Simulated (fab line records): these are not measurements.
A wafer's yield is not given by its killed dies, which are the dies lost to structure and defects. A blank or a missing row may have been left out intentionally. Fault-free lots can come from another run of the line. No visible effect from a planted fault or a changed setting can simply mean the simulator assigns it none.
fab line records    flow n5Finfet    part 1 of 2: steps 1 to 4 of 6
record: lots: 24  wafers: 72  lastDay: 17
route steps=1938 shown SD_EPI_N@275 SD_EPI_P@304 ILD0@338 SDB@359
lots that met no fault: from a run of the same line without faults
startH: hours from the record's opening day to when the first of the lot's shown wafers began    waitH: hours from the lot's prior step to this one    " as in the row above    L1.1+2: a single row standing in for several wafers    - value missing, or start not given    * or withheld: withheld    < > ~ a bound
route shown NAME@n: a module of which the file shows steps, and the number in the route of the first    usual: mean/standard deviation taken from wafers without a fault    same: alike in all rows    chamber/n: place in a boat    sites: per-site readings    _std_site: the standard deviation of these    _edge_site: the outer-site mean with the inner-site mean subtracted    radiusMm: for every site, how far away it sits from the centre of the wafer    mask NAME#n: copy n    behind: the most recent tool/chamber to have shaped the wafer    hold: why the lot went on hold/how many hours it stayed there/how the hold came to an end    device: names the non-switching transistor (n, p or np)    end of line: the same wafers' tests at the end of the route    for a step that has no rows: nothing shown but its recipe    killed: dies that structure and defects cost at the first sort, which is not the same as the wafer's yield    map: the dies of a wafer, with x for killed, . for not killed, _ for no die there
set.NAME: the run value of the setting; set.NAME@STEP: its run value at that earlier step    model.NAME: the simulator's own value behind a step, which no gauge read
the route's steps for a sample of lots (tables are steps, rows are wafers)
services: a tool's chamber out of use, with start hour (startH, from the record's first day; less than 0 if before it), hours out, and reason
== steps ==
step: N5_SD_EPI_N_ETCH_35
recipe: chemistry: N2/H2  target: SOC  overetchA: 1080  maskMaterial: SiARC  tempC: 40  ionEnergyEv: 100  sourceW: 3000  biasW: 133  pressureMtorr: 20  timeS: 486  n2FlowSccm: 200  h2FlowSccm: 200
usual: drypumpMotorCurrentA: 5.7/0.46  oesProductAu: 0.71/0.051  rfVppV: 241.4/1  showerheadPlenumPTorr: 2.59/0.054  throttleValvePct: 23.81/0.27
lot.wafer  tool        chamber  startH  waitH  drypumpMotorCurrentA  oesProductAu  rfHoursCounterH  rfVppV  showerheadPlenumPTorr  throttleValvePct
L074.3     rieDiel-06  3        48.59   0.0    5.7                   0.80          43               241.2   2.58                   23.92
L074.5     "           3        "       "      5.7                   0.79          -                240.6   2.58                   23.93
L074.6     "           2        "       "      5.5                   0.74          -                242.3   2.58                   23.68
L075.3     rieDiel-02  0        53.46   0.0    6.6                   0.82          19               244.8   2.72                   23.98
L075.4     "           1        "       "      6.3                   0.66          186              240.7   2.53                   23.65
L075.6     "           0        "       "      6.5                   0.82          -                242.6   2.72                   23.98
L076.3     rieDiel-06  1        70.29   0.0    5.7                   0.65          166              242.2   2.63                   23.60
L076.4     "           3        "       "      5.7                   0.77          51               240.0   2.57                   23.92
L076.6     "           3        "       "      5.7                   0.77          -                241.9   2.57                   23.94
L077.2     rieDiel-05  0        74.31   0.0    5.5                   0.72          81               242.1   2.56                   23.66
L077.5     "           3        "       "      5.5                   0.77          -                242.2   2.68                   23.55
L077.6     "           2        "       "      4.9                   0.68          -                243.1   2.65                   23.51
L078.1     rieDiel-05  1        78.52   0.0    6.2                   0.78          46               241.3   2.58                   24.11
L078.3     "           0        "       "      5.5                   0.72          83               241.2   2.55                   23.66
L078.6     "           1        "       "      6.2                   0.78          -                241.5   2.58                   24.11
L079.1     rieDiel-06  2        82.21   0.0    5.5                   0.73          79               240.5   2.57                   23.69
L079.3     "           1        "       "      5.7                   0.64          171              241.8   2.63                   23.57
L079.5     "           3        "       "      5.7                   0.77          -                241.8   2.57                   23.93
L080.1     rieDiel-05  1        85.07   0.0    6.2                   0.78          48               241.5   2.58                   24.13
L080.2     "           2        "       "      4.9                   0.68          154              242.3   2.65                   23.51
L080.4     "           0        "       "      5.5                   0.72          84               242.8   2.55                   23.67
L081.2     rieDiel-05  1        94.57   0.0    6.2                   0.79          51               241.1   2.58                   24.10
L081.5     "           3        "       "      5.5                   0.77          -                241.8   2.67                   23.55
L081.6     "           0        "       "      5.5                   0.72          -                241.6   2.55                   23.67
L082.1     rieDiel-05  2        97.29   0.0    4.9                   0.68          157              242.9   2.65                   23.53
L082.2     "           3        "       "      5.5                   0.76          61               242.2   2.67                   23.55
L082.3     "           0        "       "      5.5                   0.73          89               241.2   2.55                   23.66
L083.3     rieDiel-05  0        103.40  0.0    5.5                   0.72          90               240.6   2.55                   23.66
L083.4     "           1        "       "      6.2                   0.77          54               241.0   2.58                   24.13
L083.5     "           3        "       "      5.5                   0.76          -                243.6   2.67                   23.54
L084.3     rieDiel-05  1        111.42  0.0    6.2                   0.77          58               240.7   2.57                   24.13
L084.4     "           3        "       "      5.5                   0.75          66               241.7   2.67                   23.57
L084.6     "           3        "       "      5.5                   0.76          -                242.9   2.67                   23.58
L085.2     rieDiel-02  2        124.03  0.0    5.1                   0.66          175              240.6   2.52                   24.06
L085.4     "           1        "       "      6.3                   0.64          210              239.7   2.52                   23.72
L085.5     "           1        "       "      6.3                   0.64          -                239.7   2.52                   23.69
L086.2     rieDiel-06  1        124.51  0.0    5.7                   0.64          186              242.4   2.62                   23.63
L086.3     "           3        "       "      5.7                   0.75          69               240.5   2.57                   23.96
L086.5     "           2        "       "      5.5                   0.72          -                240.8   2.57                   23.73
L087.3     rieDiel-06  3        129.60  0.0    5.7                   0.76          70               240.6   2.57                   23.95
L087.4     "           0        "       "      6.4                   0.65          181              240.4   2.52                   24.42
L087.5     "           2        "       "      5.5                   0.72          -                240.5   2.57                   23.72
L088.1     rieDiel-05  1        136.35  0.0    6.2                   0.76          66               241.1   2.57                   24.14
L088.3     "           2        "       "      4.9                   0.67          171              241.7   2.64                   23.54
L088.5     "           1        "       "      6.2                   0.76          -                239.3   2.57                   24.14
L089.1     rieDiel-05  1        138.55  0.0    6.2                   0.76          67               239.9   2.57                   24.14
L089.5     "           1        "       "      6.2                   0.76          -                240.4   2.57                   24.14
L089.6     "           0        "       "      5.5                   0.70          -                240.7   2.55                   23.69
L090.2     rieDiel-06  0        147.41  0.0    6.4                   0.64          187              238.6   2.52                   24.43
L090.5     "           0        "       "      6.4                   0.64          -                241.8   2.52                   24.43
L090.6     "           1        "       "      5.7                   0.63          -                240.9   2.62                   23.64
L091.1     rieDiel-05  1        154.13  0.0    6.3                   0.75          72               240.3   2.57                   24.16
L091.2     "           3        "       "      5.5                   0.75          80               242.4   2.66                   23.58
L091.6     "           1        "       "      6.2                   0.75          -                241.8   2.57                   24.14
L092.1     rieDiel-05  1        162.78  0.0    6.2                   0.75          76               241.9   2.57                   24.15
L092.3     "           2        "       "      4.9                   0.66          181              242.0   2.64                   23.56
L092.4     "           0        "       "      5.5                   0.70          111              240.7   2.54                   23.72
L093.2     rieDiel-06  3        167.23  0.0    5.7                   0.74          86               240.3   2.56                   23.97
L093.4     "           2        "       "      5.5                   0.70          112              240.3   2.56                   23.74
L093.5     "           2        "       "      5.5                   0.70          -                241.0   2.56                   23.74
L094.1     rieDiel-06  2        170.63  0.0    5.5                   0.70          114              242.8   2.56                   23.74
L094.2     "           1        "       "      5.7                   0.63          201              241.2   2.62                   23.64
L094.3     "           0        "       "      6.4                   0.64          198              240.9   2.51                   24.47
L095.2     rieDiel-06  2        174.51  0.0    5.5                   0.70          115              240.5   2.56                   23.76
L095.3     "           3        "       "      5.7                   0.74          89               240.7   2.56                   23.97
L095.5     "           3        "       "      5.7                   0.73          -                240.6   2.56                   23.98
L096.2     rieDiel-02  2        184.45  0.0    5.1                   0.65          190              241.0   2.51                   24.08
L096.4     "           0        "       "      6.6                   0.76          55               240.2   2.71                   24.03
L096.5     "           1        "       "      6.3                   0.63          -                239.9   2.52                   23.71
L097.1     rieDiel-05  3        186.79  0.0    5.5                   0.72          94               240.9   2.66                   23.61
L097.3     "           1        "       "      6.2                   0.74          88               241.0   2.56                   24.16
L097.5     "           2        "       "      4.9                   0.66          -                241.3   2.64                   23.58
step: N5_SD_EPI_P_OVL_MEAS_10
recipe: pointsPerWafer: 44
usual: SD_P_BLK_OVL: -0.2/0.74
lot.wafer  tool        chamber  startH  waitH  SD_P_BLK_OVL[nm]
L074.3     overlay-01  0        52.99   0.0    -0.6
L074.5     "           0        "       "      -0.1
L074.6     "           0        "       "      -0.8
L075.3     overlay-01  0        57.73   0.0    -0.7
L075.4     "           0        "       "      -0.9
L075.6     "           0        "       "      -0.2
L076.3     overlay-01  0        74.45   0.0    -0.5
L076.4     "           0        "       "      -0.5
L076.6     "           0        "       "      0.1
L077.2     overlay-01  0        78.59   0.0    -0.2
L077.5     "           0        "       "      -1.3
L077.6     "           0        "       "      -0.3
L078.1     overlay-02  0        83.57   0.0    0.5
L078.3     "           0        "       "      0.4
L078.6     "           0        "       "      0.0
L079.1     overlay-01  0        87.11   0.0    -0.1
L079.3     "           0        "       "      0.5
L079.5     "           0        "       "      0.5
L080.1     overlay-01  0        90.27   0.0    0.8
L080.2     "           0        "       "      0.7
L080.4     "           0        "       "      1.7
L081.2     overlay-02  0        99.47   0.0    1.7
L081.5     "           0        "       "      1.1
L081.6     "           0        "       "      0.7
L082.1     overlay-01  0        102.36  0.0    0.6
L082.2     "           0        "       "      -0.3
L082.3     "           0        "       "      -0.8
L083.3     overlay-01  0        107.68  0.0    0.3
L083.4     "           0        "       "      -0.1
L083.5     "           0        "       "      -0.7
L084.3     overlay-01  0        115.91  0.0    0.9
L084.4     "           0        "       "      -0.7
L084.6     "           0        "       "      0.1
L085.2     overlay-01  0        128.47  0.0    -1.3
L085.4     "           0        "       "      -1.1
L085.5     "           0        "       "      -1.3
L086.2     overlay-01  0        128.79  0.0    1.0
L086.3     "           0        "       "      -0.2
L086.5     "           0        "       "      0.5
L087.3     overlay-01  0        135.10  0.0    -0.4
L087.4     "           0        "       "      -0.6
L087.5     "           0        "       "      0.0
L088.1     overlay-01  0        141.37  0.0    1.1
L088.3     "           0        "       "      -0.1
L088.5     "           0        "       "      0.0
L089.1     overlay-02  0        142.84  0.0    -1.9
L089.5     "           0        "       "      -1.3
L089.6     "           0        "       "      -1.4
L090.2     overlay-02  0        153.53  0.0    -0.2
L090.5     "           0        "       "      0.7
L090.6     "           0        "       "      -0.3
L091.1     overlay-02  0        159.27  0.0    -0.7
L091.2     "           0        "       "      -0.4
L091.6     "           0        "       "      0.3
L092.1     overlay-02  0        167.09  0.0    0.3
L092.3     "           0        "       "      1.1
L092.4     "           0        "       "      -0.1
L093.2     overlay-01  0        171.49  0.0    0.0
L093.4     "           0        "       "      0.2
L093.5     "           0        "       "      -0.3
L094.1     overlay-01  0        175.21  0.0    0.2
L094.2     "           0        "       "      0.0
L094.3     "           0        "       "      0.1
L095.2     overlay-01  0        178.91  0.0    -0.5
L095.3     "           0        "       "      -1.3
L095.5     "           0        "       "      -1.1
L096.2     overlay-02  0        188.75  0.0    0.7
L096.4     "           0        "       "      0.2
L096.5     "           0        "       "      -0.4
L097.1     overlay-01  0        191.37  0.0    -0.5
L097.3     "           0        "       "      -0.1
L097.5     "           0        "       "      -0.5
step: N5_SD_EPI_P_EPI_MEAS_23
recipe: mode: xrd
usual: thkNm: 60.9/1.2
lot.wafer  tool          chamber  startH  waitH  thkNm
L074.3     filmMetro-02  -        57.43   1.5    59.6
L074.5     "             -        "       "      61.6
L074.6     "             -        "       "      59.4
L075.3     filmMetro-02  -        61.60   1.1    61.9
L075.4     "             -        "       "      61.3
L075.6     "             -        "       "      61.8
L076.3     filmMetro-02  -        78.10   1.1    61.2
L076.4     "             -        "       "      59.0
L076.6     "             -        "       "      58.3
L077.2     filmMetro-02  -        82.34   1.5    59.6
L077.5     "             -        "       "      59.0
L077.6     "             -        "       "      62.0
L078.1     filmMetro-01  -        87.17   1.8    60.4
L078.3     "             -        "       "      61.1
L078.6     "             -        "       "      59.9
L079.1     filmMetro-02  -        90.89   1.8    61.2
L079.3     "             -        "       "      60.5
L079.5     "             -        "       "      62.0
L080.1     filmMetro-02  -        93.94   1.8    60.9
L080.2     "             -        "       "      59.9
L080.4     "             -        "       "      61.5
L081.2     filmMetro-01  -        103.37  1.5    59.4
L081.5     "             -        "       "      59.7
L081.6     "             -        "       "      60.5
L082.1     filmMetro-02  -        106.80  2.4    63.1
L082.2     "             -        "       "      60.5
L082.3     "             -        "       "      62.1
L083.3     filmMetro-02  -        111.29  1.1    59.7
L083.4     "             -        "       "      63.6
L083.5     "             -        "       "      62.7
L084.3     filmMetro-02  -        120.36  1.5    60.7
L084.4     "             -        "       "      61.2
L084.6     "             -        "       "      61.0
L085.2     filmMetro-01  -        132.07  1.5    60.4
L085.4     "             -        "       "      59.8
L085.5     "             -        "       "      60.3
L086.2     filmMetro-02  -        133.26  2.0    61.5
L086.3     "             -        "       "      61.5
L086.5     "             -        "       "      61.4
L087.3     filmMetro-01  -        138.78  1.1    62.9
L087.4     "             -        "       "      63.1
L087.5     "             -        "       "      62.5
L088.1     filmMetro-02  -        145.81  2.4    58.8
L088.3     "             -        "       "      63.4
L088.5     "             -        "       "      59.5
L089.1     filmMetro-01  -        146.44  1.8    61.2
L089.5     "             -        "       "      60.6
L089.6     "             -        "       "      60.3
L090.2     filmMetro-02  -        158.12  2.0    59.3
L090.5     "             -        "       "      60.9
L090.6     "             -        "       "      59.5
L091.1     filmMetro-02  -        163.71  2.4    60.8
L091.2     "             -        "       "      60.9
L091.6     "             -        "       "      61.3
L092.1     filmMetro-02  -        171.61  2.4    61.4
L092.3     "             -        "       "      60.5
L092.4     "             -        "       "      60.5
L093.2     filmMetro-01  -        175.93  2.0    59.6
L093.4     "             -        "       "      58.7
L093.5     "             -        "       "      62.2
L094.1     filmMetro-01  -        179.70  2.5    61.0
L094.2     "             -        "       "      62.5
L094.3     "             -        "       "      60.9
L095.2     filmMetro-02  -        182.51  1.5    60.2
L095.3     "             -        "       "      62.5
L095.5     "             -        "       "      58.6
L096.2     filmMetro-01  -        192.44  1.5    62.1
L096.4     "             -        "       "      63.2
L096.5     "             -        "       "      60.7
L097.1     filmMetro-01  -        194.97  1.8    60.6
L097.3     "             -        "       "      60.8
L097.5     "             -        "       "      61.3
step: N5_ILD0_CMP_03
recipe: stopOn: SiNx  tOverpolishS: 1.9  postCmpClean: alkalineBrush  downForcePsi: 4.1491  platenRpm: 51.796  padVelocityMS: 1.0306  targetThkNm: 197.38
usual: motorCurrentA: 12.5/0.85  overpolishRunS: 1.902/0.01  timeToEndpointS: 71/4.7
lot.wafer  tool    chamber  startH  waitH  motorCurrentA  overpolishRunS  timeToEndpointS
L074.3     cmp-01  3        61.29   0.1    11.5           1.894           66
L074.6     "       0        "       "      11.3           1.902           76
L074.5     "       1        "       "      12.9           1.894           72
L075.4     cmp-04  2        64.93   0.0    11.7           1.910           68
L075.3     "       1        "       "      10.7           1.900           67
L075.6     "       3        "       "      14.4           1.912           64
L076.4     cmp-01  1        82.07   0.1    12.6           1.908           76
L076.3     "       0        "       "      12.8           1.890           84
L076.6     "       2        "       "      11.6           1.907           76
L077.2     cmp-01  0        86.11   0.1    11.9           1.903           84
L077.6     "       2        "       "      12.1           1.895           77
L077.5     "       3        "       "      12.0           1.919           78
L078.1     cmp-04  0        92.07   0.1    13.7           1.884           75
L078.3     "       1        "       "      11.4           1.901           71
L078.6     "       2        "       "      12.3           1.897           76
L079.1     cmp-02  2        95.33   0.0    12.0           1.898           77
L079.3     "       3        "       "      11.6           1.898           70
L079.5     "       2        "       "      12.6           1.911           80
L080.4     cmp-01  0        97.71   0.2    12.5           1.884           82
L080.1     "       2        "       "      11.8           1.917           75
L080.2     "       3        "       "      12.2           1.904           80
L081.2     cmp-02  0        106.73  0.1    13.3           1.912           68
L081.5     "       3        "       "      11.8           1.905           68
L081.6     "       0        "       "      12.6           1.908           65
L082.3     cmp-02  1        110.44  0.0    13.1           1.883           71
L082.1     "       3        "       "      11.4           1.901           69
L082.2     "       0        "       "      13.2           1.911           68
L083.4     cmp-02  0        114.84  0.1    14.0           1.905           67
L083.3     "       1        "       "      13.1           1.921           68
L083.5     "       0        "       "      12.9           1.910           68
L084.4     cmp-02  1        123.95  0.3    13.2           1.897           75
L084.3     "       2        "       "      12.3           1.903           74
L084.6     "       1        "       "      13.4           1.895           74
L085.2     cmp-01  2        136.05  0.0    12.1           1.896           69
L085.4     "       1        "       "      12.5           1.899           69
L085.5     "       2        "       "      11.9           1.908           66
L086.3     cmp-02  0        137.14  0.0    12.8           1.887           63
L086.2     "       2        "       "      12.9           1.889           71
L086.5     "       0        "       "      13.7           1.907           70
L087.4     cmp-02  3        142.39  0.1    11.4           1.922           65
L087.3     "       0        "       "      13.9           1.904           63
L087.5     "       1        "       "      13.2           1.902           70
L088.1     cmp-01  3        149.56  0.2    11.5           1.908           70
L088.3     "       0        "       "      12.2           1.901           77
L088.5     "       1        "       "      13.1           1.894           71
L089.1     cmp-01  1        149.84  0.0    13.2           1.907           70
L089.5     "       1        "       "      13.0           1.908           70
L089.6     "       2        "       "      11.7           1.912           68
L090.2     cmp-01  2        161.71  0.3    11.2           1.893           65
L090.6     "       3        "       "      11.8           1.891           68
L090.5     "       0        "       "      12.4           1.906           71
L091.1     cmp-01  3        167.06  0.0    11.8           1.902           69
L091.2     "       0        "       "      12.4           1.900           76
L091.6     "       3        "       "      12.2           1.910           68
L092.3     cmp-01  2        174.98  0.1    11.4           1.884           70
L092.4     "       3        "       "      12.2           1.896           72
L092.1     "       0        "       "      12.4           1.909           75
L093.2     cmp-01  3        179.26  0.0    11.6           1.898           73
L093.4     "       0        "       "      12.5           1.923           75
L093.5     "       0        "       "      12.5           1.907           75
L094.2     cmp-04  0        183.47  0.0    14.8           1.914           70
L094.1     "       2        "       "      12.1           1.907           66
L094.3     "       3        "       "      14.8           1.900           64
L095.3     cmp-04  2        186.90  0.7    12.3           1.895           74
L095.2     "       0        "       "      14.1           1.893           69
L095.5     "       3        "       "      14.2           1.900           71
L096.2     cmp-01  1        196.06  0.1    13.2           1.903           65
L096.4     "       0        "       "      12.2           1.908           71
L096.5     "       1        "       "      13.3           1.892           65
L097.1     cmp-01  0        198.35  0.1    12.3           1.912           68
L097.3     "       1        "       "      13.0           1.898           60
L097.5     "       3        "       "      12.3           1.914           64
